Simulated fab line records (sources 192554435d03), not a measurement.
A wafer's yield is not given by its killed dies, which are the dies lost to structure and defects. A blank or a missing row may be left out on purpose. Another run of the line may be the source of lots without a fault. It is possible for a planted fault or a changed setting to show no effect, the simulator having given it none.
fab line records -- flow n5-finfet -- part 1 of 2: steps 1 to 4 of 6
record lots=24, wafers=72, last-day=18
route steps=1938 shown SD_EPI_P@312 ILD0@338 SDB@375 HKMG_FIN@387
lots with no fault: from the same line, run without faults
start-h: the number of hours between the record's first day and the start of the first shown wafer of the lot -- wait-h: time in hours since the lot's previous step -- " repeats the value in the row above -- L1.1+2: several wafers, shown together as one row -- - either no value or no given start -- * or withheld: withheld -- < > ~ a bound
route shown NAME@n: names a module that has steps shown in the file, with the first one's number in the route -- usual: average and standard deviation across the fault-free wafers -- same: alike in all rows -- chamber/n: place in a boat -- sites: the reading at each site -- _std_site: standard deviation of those values -- _edge_site: mean of outer sites minus mean of inner sites -- radius-mm: for every site, how far away it sits from the centre of the wafer -- mask NAME#n: copy n -- behind: the tool/chamber that last shaped the wafer -- hold: cause of the lot's hold/its duration in hours/its outcome -- device: transistor that didn't switch, given as n, p or np -- end of line: at the end of the route, the tests of the same wafers -- step lacking rows: just its recipe -- killed: count of dies lost to structure and defects at first sort (not the wafer's yield) -- map: the dies of a wafer, with x for killed, . for not killed, _ for no die there
set.NAME: setting as actually run; set.NAME@STEP: the setting as run at that earlier step -- model.NAME: the simulator's own value behind a step, which no gauge read
route steps across a sampled set of lots; one table per step, one row per wafer
services: the hour from which a tool's chamber was out of use, counted from the record's first day as start-h (under 0 if before that day), plus the number of hours and why
## steps
# step N5_SD_EPI_P_ETCH_16
# recipe chemistry=CHF3/O2, target=SiO2, target-depth-a=50, mask-material=SOC, pressure-mtorr=30, source-w=650, bias-w=170, Ar_flow_sccm=200, CHF3_flow_sccm=50, O2_flow_sccm=5, ion-energy-ev=200
# usual CHF3_flow_sccm=50.02/0.15, bias-w=170.1/0.5, drypump-motor-current-A=5.5/0.32, oes-product-au=0.78/0.09, rf-vpp-V=522/3.9, showerhead-plenum-p-Torr=2.42/0.08, throttle-valve-pct=18.84/0.24
lot.wafer,tool,chamber,start-h,wait-h,CHF3_flow_sccm,bias-w,drypump-motor-current-A,oes-product-au,rf-hours-counter-h,rf-vpp-V,showerhead-plenum-p-Torr,throttle-valve-pct
L074.3,rie-diel-04,2,55.27,0.1,50.15,169.7,5.5,0.80,130,521,2.51,18.80
L074.4,rie-diel-04,1,55.27,0.1,50.06,170.6,5.2,0.92,-,518,2.36,18.95
L074.5,rie-diel-04,3,55.27,0.1,49.79,169.9,5.2,0.69,-,522,2.29,18.82
L075.1,rie-diel-04,3,63.31,0.1,50.27,169.9,5.2,0.69,225,524,2.29,18.82
L075.2,rie-diel-04,2,63.31,0.1,50.28,169.4,5.5,0.79,134,523,2.51,18.82
L075.5,rie-diel-04,3,63.31,0.1,50.10,169.9,5.2,0.69,-,524,2.29,18.82
L076.2,rie-diel-04,0,66.48,0.1,50.06,170.6,5.0,0.75,166,525,2.49,18.82
L076.3,rie-diel-04,1,66.48,0.1,50.07,170.1,5.2,0.91,32,517,2.36,18.96
L076.4,rie-diel-04,3,66.48,0.1,50.05,170.3,5.1,0.69,226,523,2.29,18.83
L077.1,rie-diel-02,0,76.35,0.1,50.07,170.9,5.8,0.74,182,521,2.50,19.02
L077.3,rie-diel-02,3,76.35,0.1,50.02,170.3,5.9,0.73,182,520,2.49,18.92
L077.4,rie-diel-02,1,76.35,0.1,49.85,170.5,5.7,0.68,245,518,2.29,19.04
L079.2,rie-diel-04,2,84.79,0.1,49.95,170.0,5.5,0.79,140,521,2.51,18.83
L079.4,rie-diel-04,3,84.79,0.1,50.24,170.3,5.2,0.68,232,523,2.28,18.83
L079.6,rie-diel-04,0,84.79,0.1,50.19,169.3,4.9,0.75,-,524,2.49,18.82
L078.1,rie-diel-01,1,86.07,0.1,49.78,169.3,5.8,0.73,185,522,2.40,19.28
L078.2,rie-diel-01,0,86.07,0.1,49.94,170.2,5.8,0.87,36,514,2.45,18.44
L078.5,rie-diel-01,2,86.07,0.1,50.02,170.0,5.4,0.93,-,525,2.37,18.42
L080.1,rie-diel-04,0,93.48,0.1,50.27,170.5,4.9,0.74,174,524,2.49,18.85
L080.2,rie-diel-04,1,93.48,0.1,50.18,170.2,5.2,0.91,39,518,2.36,18.96
L080.4,rie-diel-04,3,93.48,0.1,50.14,169.5,5.1,0.68,234,523,2.28,18.84
L081.1,rie-diel-02,0,100.62,0.1,50.03,169.8,5.8,0.73,187,521,2.50,19.01
L081.3,rie-diel-02,0,100.62,0.1,49.97,169.4,5.8,0.74,-,520,2.50,19.02
L081.6,rie-diel-02,0,100.62,0.1,50.11,169.6,5.8,0.73,-,520,2.50,19.02
L082.1,rie-diel-01,2,106.89,0.1,49.86,170.2,5.4,0.91,16,523,2.37,18.42
L082.3,rie-diel-01,3,106.89,0.1,50.22,170.5,5.3,0.68,224,530,2.38,18.94
L082.5,rie-diel-01,3,106.89,0.1,49.87,170.7,5.3,0.68,-,530,2.38,18.92
L083.1,rie-diel-01,2,107.56,0.1,50.05,170.0,5.3,0.92,17,524,2.37,18.44
L083.3,rie-diel-01,1,107.56,0.1,49.87,170.7,5.8,0.74,188,520,2.40,19.29
L083.4,rie-diel-01,0,107.56,0.1,49.69,170.9,5.9,0.86,43,515,2.45,18.45
L084.1,rie-diel-01,3,114.97,0.1,49.77,169.6,5.3,0.68,227,529,2.38,18.93
L084.3,rie-diel-01,2,114.97,0.1,49.93,169.8,5.3,0.92,20,522,2.37,18.43
L084.6,rie-diel-01,1,114.97,0.1,50.06,170.8,5.8,0.74,-,522,2.40,19.28
L085.3,rie-diel-02,2,123.10,0.1,50.26,170.1,6.0,0.77,140,523,2.33,18.84
L085.4,rie-diel-02,0,123.10,0.1,50.27,170.2,5.8,0.73,-,522,2.50,19.02
L085.5,rie-diel-02,2,123.10,0.1,50.09,170.5,6.0,0.77,-,523,2.33,18.86
L086.4,rie-diel-02,0,132.29,0.0,50.06,171.3,5.8,0.72,-,521,2.49,19.03
L086.5,rie-diel-02,3,132.29,0.0,49.89,168.9,5.9,0.72,-,519,2.49,18.96
L086.6,rie-diel-02,2,132.29,0.0,49.66,169.9,6.0,0.76,-,523,2.32,18.85
L087.1,rie-diel-01,1,134.37,0.1,49.81,170.7,5.8,0.73,196,521,2.40,19.30
L087.2,rie-diel-01,3,134.37,0.1,49.75,170.1,5.3,0.68,232,530,2.38,18.95
L087.5,rie-diel-01,1,134.37,0.1,49.92,169.5,5.8,0.73,-,520,2.40,19.30
L088.2,rie-diel-02,0,141.12,0.1,50.04,170.6,5.8,0.72,204,521,2.49,19.04
L088.4,rie-diel-02,3,141.12,0.1,50.23,170.5,5.9,0.71,201,520,2.48,18.97
L088.5,rie-diel-02,2,141.12,0.1,49.96,170.0,6.0,0.75,-,522,2.32,18.87
L089.1,rie-diel-01,0,143.27,0.1,50.06,170.5,5.9,0.85,55,516,2.44,18.48
L089.5,rie-diel-01,3,143.27,0.1,49.90,170.5,5.3,0.68,-,528,2.38,18.96
L089.6,rie-diel-01,0,143.27,0.1,50.00,170.2,5.9,0.84,-,513,2.44,18.49
L090.1,rie-diel-01,2,153.61,0.1,49.84,169.3,5.3,0.88,33,524,2.37,18.45
L090.2,rie-diel-01,1,153.61,0.1,49.93,170.3,5.8,0.73,204,522,2.40,19.31
L090.5,rie-diel-01,3,153.61,0.1,50.25,170.0,5.3,0.68,-,529,2.38,18.97
L091.2,rie-diel-04,0,158.47,0.1,50.21,170.2,4.9,0.74,186,525,2.48,18.86
L091.3,rie-diel-04,2,158.47,0.1,49.92,170.0,5.5,0.78,154,521,2.50,18.85
L091.6,rie-diel-04,0,158.47,0.1,50.18,170.4,5.0,0.73,-,526,2.48,18.86
L092.1,rie-diel-04,1,164.61,0.1,50.12,170.5,5.2,0.88,53,517,2.35,19.00
L092.3,rie-diel-04,0,164.61,0.1,49.96,170.3,4.9,0.73,188,527,2.48,18.86
L092.4,rie-diel-04,2,164.61,0.1,50.13,171.4,5.5,0.77,156,522,2.50,18.86
L093.3,rie-diel-01,1,173.95,0.1,50.18,169.8,5.8,0.72,211,522,2.39,19.32
L093.5,rie-diel-01,2,173.95,0.1,49.99,170.6,5.4,0.86,-,524,2.37,18.47
L093.6,rie-diel-01,3,173.95,0.1,49.93,169.8,5.3,0.67,-,527,2.37,18.97
L094.1,rie-diel-02,0,175.89,0.1,49.99,170.1,5.8,0.70,216,522,2.49,19.07
L094.2,rie-diel-02,1,175.89,0.1,50.11,170.4,5.7,0.95,14,527,2.57,18.72
L094.6,rie-diel-02,2,175.89,0.1,50.15,169.8,6.0,0.73,-,522,2.32,18.89
L095.2,rie-diel-01,1,184.77,0.1,50.14,170.2,5.7,0.72,214,520,2.39,19.34
L095.3,rie-diel-01,0,184.77,0.1,49.79,170.0,5.9,0.82,69,515,2.44,18.51
L095.5,rie-diel-01,2,184.77,0.1,50.05,170.1,5.4,0.87,-,522,2.36,18.48
L096.1,rie-diel-04,0,189.00,0.1,49.79,169.5,5.0,0.73,196,524,2.48,18.86
L096.2,rie-diel-04,2,189.00,0.1,49.95,169.3,5.5,0.76,164,522,2.50,18.86
L096.4,rie-diel-04,1,189.00,0.1,50.08,169.5,5.2,0.86,59,517,2.35,19.00
L097.1,rie-diel-02,3,195.44,0.1,50.04,170.8,5.9,0.70,218,519,2.48,19.00
L097.4,rie-diel-02,1,195.44,0.1,49.95,170.3,5.7,0.94,19,526,2.57,18.71
L097.6,rie-diel-02,1,195.44,0.1,50.13,170.8,5.7,0.96,-,528,2.57,18.70
# step N5_ILD0_CMP_03
# recipe stop-on=SiNx, t-overpolish-s=1.9, post-cmp-clean=alkaline-brush, down-force-psi=4.1491, platen-rpm=51.796, pad-velocity-m-s=1.0306, target-thk-nm=197.38
# usual edge-zone-pressure-frac=1.001/0.0047, motor-current-A=12.5/0.99, overpolish-run-s=1.899/0.0097, slurry-filter-dp-kPa=13.51/0.13, time-to-endpoint-s=71/3.9
lot.wafer,tool,chamber,start-h,wait-h,edge-zone-pressure-frac,motor-current-A,overpolish-run-s,slurry-filter-dp-kPa,time-to-endpoint-s
L074.3,cmp-02,3,62.04,0.0,1.013,11.6,1.890,13.43,72
L074.4,cmp-02,0,62.04,0.0,1.001,13.0,1.910,13.14,67
L074.5,cmp-02,3,62.04,0.0,0.999,11.1,1.897,13.60,72
L075.1,cmp-03,0,70.46,0.1,0.999,12.0,1.910,13.82,70
L075.2,cmp-03,1,70.46,0.1,0.998,13.9,1.914,13.36,73
L075.5,cmp-03,3,70.46,0.1,0.996,12.4,1.902,13.68,74
L076.2,cmp-02,1,72.85,0.0,0.986,12.6,1.897,13.48,63
L076.3,cmp-02,3,72.85,0.0,1.000,11.2,1.897,13.37,66
L076.4,cmp-02,0,72.85,0.0,1.007,13.3,1.888,13.37,59
L077.1,cmp-01,3,83.44,0.0,1.001,14.1,1.904,13.74,77
L077.4,cmp-01,0,83.44,0.0,1.000,12.9,1.917,13.36,76
L077.3,cmp-01,1,83.44,0.0,1.001,11.8,1.900,13.27,79
L079.4,cmp-02,0,91.22,0.0,0.993,13.0,1.902,13.21,68
L079.2,cmp-02,3,91.22,0.0,1.006,11.5,1.903,13.39,70
L079.6,cmp-02,1,91.22,0.0,1.001,12.2,1.893,13.47,65
L078.2,cmp-03,1,92.42,0.0,1.006,13.9,1.905,13.71,75
L078.1,cmp-03,2,92.42,0.0,0.997,11.4,1.906,13.66,75
L078.5,cmp-03,2,92.42,0.0,1.003,10.6,1.900,13.61,73
L080.1,cmp-02,1,100.43,0.0,0.993,12.5,1.914,13.45,70
L080.2,cmp-02,2,100.43,0.0,1.005,13.0,1.900,13.48,75
L080.4,cmp-02,3,100.43,0.0,1.005,11.7,1.890,13.51,75
L081.3,cmp-01,1,106.96,0.0,0.998,12.3,1.909,13.24,74
L081.1,cmp-01,3,106.96,0.0,0.995,13.6,1.909,13.91,75
L081.6,cmp-01,2,106.96,0.0,1.004,13.2,1.910,13.38,74
L082.1,cmp-02,0,113.58,0.0,0.998,13.5,1.903,13.40,68
L082.3,cmp-02,3,113.58,0.0,0.999,11.0,1.890,13.34,70
L082.5,cmp-02,0,113.58,0.0,0.999,13.9,1.906,13.66,70
L083.3,cmp-01,3,113.85,0.1,1.003,13.6,1.899,13.35,70
L083.4,cmp-01,0,113.85,0.1,1.004,12.1,1.892,13.72,71
L083.1,cmp-01,1,113.85,0.1,0.993,11.8,1.894,13.52,72
L084.3,cmp-03,3,121.85,0.1,1.000,12.9,1.895,13.58,73
L084.1,cmp-03,0,121.85,0.1,1.004,12.6,1.892,13.70,74
L084.6,cmp-03,2,121.85,0.1,1.004,10.8,1.889,13.40,74
L085.3,cmp-02,0,129.55,0.0,1.004,13.2,1.906,13.59,66
L085.4,cmp-02,1,129.55,0.0,1.004,12.5,1.918,13.45,64
L085.5,cmp-02,1,129.55,0.0,0.999,12.7,1.907,13.56,67
L086.4,cmp-03,0,138.75,0.0,0.996,12.1,1.888,13.58,72
L086.5,cmp-03,0,138.75,0.0,1.000,12.5,1.896,13.67,75
L086.6,cmp-03,1,138.75,0.0,0.997,14.3,1.896,13.50,75
L087.1,cmp-02,1,140.70,0.1,1.004,12.0,1.897,13.60,66
L087.2,cmp-02,2,140.70,0.1,1.003,12.8,1.903,13.52,68
L087.5,cmp-02,3,140.70,0.1,1.000,10.6,1.894,13.43,69
L088.4,cmp-02,1,147.45,0.0,1.005,12.6,1.886,13.53,66
L088.2,cmp-02,3,147.45,0.0,1.007,11.2,1.913,13.72,72
L088.5,cmp-02,1,147.45,0.0,1.005,12.3,1.911,13.48,69
L089.1,cmp-03,3,151.64,0.1,1.007,13.3,1.897,13.64,70
L089.6,cmp-03,1,151.64,0.1,1.001,13.8,1.917,13.46,71
L089.5,cmp-03,2,151.64,0.1,1.002,10.6,1.897,13.42,73
L090.1,cmp-02,1,159.96,0.1,0.993,12.2,1.898,13.54,71
L090.2,cmp-02,2,159.96,0.1,0.993,12.9,1.893,13.36,73
L090.5,cmp-02,0,159.96,0.1,0.999,13.8,1.912,13.50,70
L091.2,cmp-03,2,164.73,0.0,0.993,11.0,1.881,13.55,74
L091.3,cmp-03,0,164.73,0.0,1.007,11.4,1.896,13.25,73
L091.6,cmp-03,2,164.73,0.0,0.996,10.6,1.892,13.41,74
L092.3,cmp-01,0,170.88,0.0,1.015,12.8,1.896,13.51,64
L092.4,cmp-01,2,170.88,0.0,1.001,13.5,1.874,13.48,63
L092.1,cmp-01,3,170.88,0.0,1.005,13.6,1.902,13.50,63
L093.3,cmp-02,3,181.40,0.1,1.006,11.4,1.903,13.33,73
L093.6,cmp-02,2,181.40,0.1,1.013,11.8,1.881,13.23,70
L093.5,cmp-02,3,181.40,0.1,1.005,11.5,1.895,13.45,72
L094.1,cmp-03,0,182.19,0.1,0.999,11.7,1.896,13.41,77
L094.2,cmp-03,1,182.19,0.1,1.003,13.6,1.890,13.48,75
L094.6,cmp-03,0,182.19,0.1,0.999,11.9,1.908,13.52,72
L095.3,cmp-03,2,192.34,0.1,1.006,10.9,1.907,13.68,75
L095.2,cmp-03,3,192.34,0.1,1.002,12.9,1.899,13.43,72
L095.5,cmp-03,3,192.34,0.1,1.004,13.5,1.888,13.60,72
L096.2,cmp-03,2,195.63,0.0,0.998,10.8,1.894,13.47,77
L096.4,cmp-03,3,195.63,0.0,1.002,12.9,1.888,13.63,76
L096.1,cmp-03,1,195.63,0.0,0.996,14.4,1.912,13.71,80
L097.1,cmp-02,1,202.09,0.0,1.001,12.4,1.896,13.44,67
L097.4,cmp-02,3,202.09,0.0,0.993,11.5,1.890,13.57,70
L097.6,cmp-02,1,202.09,0.0,1.010,11.8,1.911,13.58,66
# step N5_SDB_THK_MEAS_31
# recipe reads=a-Si_of_DUMMY_GATE_CVD_03
# usual SDB_THK=64.0/0.77
lot.wafer,tool,chamber,start-h,wait-h,SDB_THK[nm]
L074.3,film-metro-01,-,70.97,-,64.1
L074.4,film-metro-01,-,70.97,-,63.2
L074.5,film-metro-01,-,70.97,-,63.8
L075.1,film-metro-01,-,78.55,-,63.2
L075.2,film-metro-01,-,78.55,-,64.4
L075.5,film-metro-01,-,78.55,-,63.8
L076.2,film-metro-02,-,81.19,-,63.8
L076.3,film-metro-02,-,81.19,-,63.8
L076.4,film-metro-02,-,81.19,-,63.9
L077.1,film-metro-01,-,91.58,-,63.5
L077.3,film-metro-01,-,91.58,-,65.8
L077.4,film-metro-01,-,91.58,-,64.4
L079.2,film-metro-01,-,99.79,-,62.5
L079.4,film-metro-01,-,99.79,-,64.3
L079.6,film-metro-01,-,99.79,-,63.1
L078.1,film-metro-02,-,102.16,-,63.6
L078.2,film-metro-02,-,102.16,-,63.6
L078.5,film-metro-02,-,102.16,-,63.6
L080.1,film-metro-02,-,109.28,-,65.1
L080.2,film-metro-02,-,109.28,-,61.8
L080.4,film-metro-02,-,109.28,-,63.5
L081.1,film-metro-01,-,115.22,-,63.9
L081.3,film-metro-01,-,115.22,-,64.5
L081.6,film-metro-01,-,115.22,-,63.2
L082.1,film-metro-01,-,124.14,-,64.0
L082.3,film-metro-01,-,124.14,-,63.8
L082.5,film-metro-01,-,124.14,-,64.4
L083.1,film-metro-02,-,125.44,-,64.5
L083.3,film-metro-02,-,125.44,-,64.9
L083.4,film-metro-02,-,125.44,-,65.0
L084.1,film-metro-01,-,132.87,-,64.0
L084.3,film-metro-01,-,132.87,-,64.5
L084.6,film-metro-01,-,132.87,-,64.0
L085.3,film-metro-02,-,138.74,-,63.4
L085.4,film-metro-02,-,138.74,-,64.0
L085.5,film-metro-02,-,138.74,-,64.0
L086.4,film-metro-02,-,148.26,-,64.6
L086.5,film-metro-02,-,148.26,-,63.3
L086.6,film-metro-02,-,148.26,-,64.7
L087.1,film-metro-01,-,149.38,-,64.2
L087.2,film-metro-01,-,149.38,-,63.0
L087.5,film-metro-01,-,149.38,-,64.8
L088.2,film-metro-01,-,157.13,-,63.4
L088.4,film-metro-01,-,157.13,-,63.0
L088.5,film-metro-01,-,157.13,-,63.9
L089.1,film-metro-01,-,162.16,-,64.3
L089.5,film-metro-01,-,162.16,-,64.4
L089.6,film-metro-01,-,162.16,-,65.1
L090.1,film-metro-01,-,171.09,-,65.1
L090.2,film-metro-01,-,171.09,-,64.5
L090.5,film-metro-01,-,171.09,-,64.9
L091.2,film-metro-01,-,174.78,-,64.5
L091.3,film-metro-01,-,174.78,-,64.6
L091.6,film-metro-01,-,174.78,-,63.9
L092.1,film-metro-02,-,179.18,-,64.6
L092.3,film-metro-02,-,179.18,-,64.2
L092.4,film-metro-02,-,179.18,-,65.2
L093.3,film-metro-02,-,189.62,-,63.7
L093.5,film-metro-02,-,189.62,-,62.8
L093.6,film-metro-02,-,189.62,-,63.2
L094.1,film-metro-01,-,191.32,-,62.0
L094.2,film-metro-01,-,191.32,-,64.1
L094.6,film-metro-01,-,191.32,-,64.5
L095.2,film-metro-01,-,200.53,-,65.3
L095.3,film-metro-01,-,200.53,-,64.7
L095.5,film-metro-01,-,200.53,-,66.0
L096.1,film-metro-02,-,204.02,-,65.0
L096.2,film-metro-02,-,204.02,-,64.5
L096.4,film-metro-02,-,204.02,-,63.4
L097.1,film-metro-01,-,210.65,-,63.2
L097.4,film-metro-01,-,210.65,-,62.3
L097.6,film-metro-01,-,210.65,-,63.1
# step N5_HKMG_FIN_HK_ANNEAL_02
# recipe temp-c=700, time-s=30, ambient=N2, idle-temp-c=600, ramp-up-c-per-s=150, ramp-down-c-per-s=60, cool-to-c=600
# usual lamp-power-pct=8.80/0.056, wafer_temp_C_max=702.9/0.73
lot.wafer,tool,chamber,start-h,wait-h,lamp-power-pct,wafer_temp_C_max
L074.3,rtp-anneal-01,0,71.83,0.2,8.76,702.7
L074.4,rtp-anneal-01,0,71.83,0.2,8.82,703.7
L074.5,rtp-anneal-01,0,71.83,0.2,8.71,703.2
L075.1,rtp-anneal-02,0,79.84,0.1,8.91,703.0
L075.2,rtp-anneal-02,0,79.84,0.1,8.80,703.9
L075.5,rtp-anneal-02,0,79.84,0.1,8.84,702.7
L076.2,rtp-anneal-02,0,82.51,0.2,8.75,702.3
L076.3,rtp-anneal-02,0,82.51,0.2,8.78,704.6
L076.4,rtp-anneal-02,0,82.51,0.2,8.83,702.9
L077.1,rtp-anneal-01,0,92.74,0.3,8.79,704.5
L077.3,rtp-anneal-01,0,92.74,0.3,8.75,702.7
L077.4,rtp-anneal-01,0,92.74,0.3,8.75,703.1
L079.2,rtp-anneal-01,0,100.69,0.1,8.78,704.6
L079.4,rtp-anneal-01,0,100.69,0.1,8.79,701.9
L079.6,rtp-anneal-01,0,100.69,0.1,8.88,702.8
L078.1,rtp-anneal-02,0,103.25,0.4,8.80,704.3
L078.2,rtp-anneal-02,0,103.25,0.4,8.84,703.3
L078.5,rtp-anneal-02,0,103.25,0.4,8.88,702.4
L080.1,rtp-anneal-02,0,110.27,0.3,8.81,703.4
L080.2,rtp-anneal-02,0,110.27,0.3,8.85,703.8
L080.4,rtp-anneal-02,0,110.27,0.3,8.76,702.3
L081.1,rtp-anneal-01,0,116.13,0.2,8.82,702.9
L081.3,rtp-anneal-01,0,116.13,0.2,8.79,703.1
L081.6,rtp-anneal-01,0,116.13,0.2,8.85,702.4
L082.1,rtp-anneal-02,0,125.07,0.2,8.79,702.2
L082.3,rtp-anneal-02,0,125.07,0.2,8.81,704.0
L082.5,rtp-anneal-02,0,125.07,0.2,8.87,702.9
L083.1,rtp-anneal-02,0,126.40,0.3,8.83,702.6
L083.3,rtp-anneal-02,0,126.40,0.3,8.79,702.4
L083.4,rtp-anneal-02,0,126.40,0.3,8.89,701.9
L084.1,rtp-anneal-02,0,133.90,0.3,8.75,702.5
L084.3,rtp-anneal-02,0,133.90,0.3,8.82,702.6
L084.6,rtp-anneal-02,0,133.90,0.3,8.91,703.1
L085.3,rtp-anneal-01,0,140.07,0.2,8.70,703.5
L085.4,rtp-anneal-01,0,140.07,0.2,8.77,703.7
L085.5,rtp-anneal-01,0,140.07,0.2,8.82,702.9
L086.4,rtp-anneal-01,0,149.15,0.2,8.79,702.8
L086.5,rtp-anneal-01,0,149.15,0.2,8.74,703.3
L086.6,rtp-anneal-01,0,149.15,0.2,8.87,702.2
L087.1,rtp-anneal-02,0,150.19,0.1,8.80,702.8
L087.2,rtp-anneal-02,0,150.19,0.1,8.72,702.0
L087.5,rtp-anneal-02,0,150.19,0.1,8.81,702.0
L088.2,rtp-anneal-02,0,158.30,0.2,8.82,703.6
L088.4,rtp-anneal-02,0,158.30,0.2,8.68,702.0
L088.5,rtp-anneal-02,0,158.30,0.2,8.83,702.4
L089.1,rtp-anneal-01,0,162.96,0.1,8.69,702.4
L089.5,rtp-anneal-01,0,162.96,0.1,8.80,702.7
L089.6,rtp-anneal-01,0,162.96,0.1,8.83,702.7
L090.1,rtp-anneal-02,0,171.89,0.1,8.76,702.4
L090.2,rtp-anneal-02,0,171.89,0.1,8.79,702.3
L090.5,rtp-anneal-02,0,171.89,0.1,8.85,703.3
L091.2,rtp-anneal-02,0,175.69,0.1,8.87,702.5
L091.3,rtp-anneal-02,0,175.69,0.1,8.83,702.0
L091.6,rtp-anneal-02,0,175.69,0.1,8.78,703.2
L092.1,rtp-anneal-01,0,180.54,0.3,8.86,702.5
L092.3,rtp-anneal-01,0,180.54,0.3,8.74,703.9
L092.4,rtp-anneal-01,0,180.54,0.3,8.84,702.5
L093.3,rtp-anneal-02,0,190.49,0.2,8.71,704.7
L093.5,rtp-anneal-02,0,190.49,0.2,8.71,702.2
L093.6,rtp-anneal-02,0,190.49,0.2,8.84,703.3
L094.1,rtp-anneal-02,0,192.12,0.1,8.89,702.9
L094.2,rtp-anneal-02,0,192.12,0.1,8.90,703.5
L094.6,rtp-anneal-02,0,192.12,0.1,8.91,702.2
L095.2,rtp-anneal-02,0,201.57,0.1,8.79,702.6
L095.3,rtp-anneal-02,0,201.57,0.1,8.76,703.9
L095.5,rtp-anneal-02,0,201.57,0.1,8.73,702.5
L096.1,rtp-anneal-02,0,204.95,0.3,8.83,701.9
L096.2,rtp-anneal-02,0,204.95,0.3,8.78,703.0
L096.4,rtp-anneal-02,0,204.95,0.3,8.83,703.4
L097.1,rtp-anneal-01,0,211.52,0.1,8.72,703.2
L097.4,rtp-anneal-01,0,211.52,0.1,8.75,704.1
L097.6,rtp-anneal-01,0,211.52,0.1,8.76,702.2
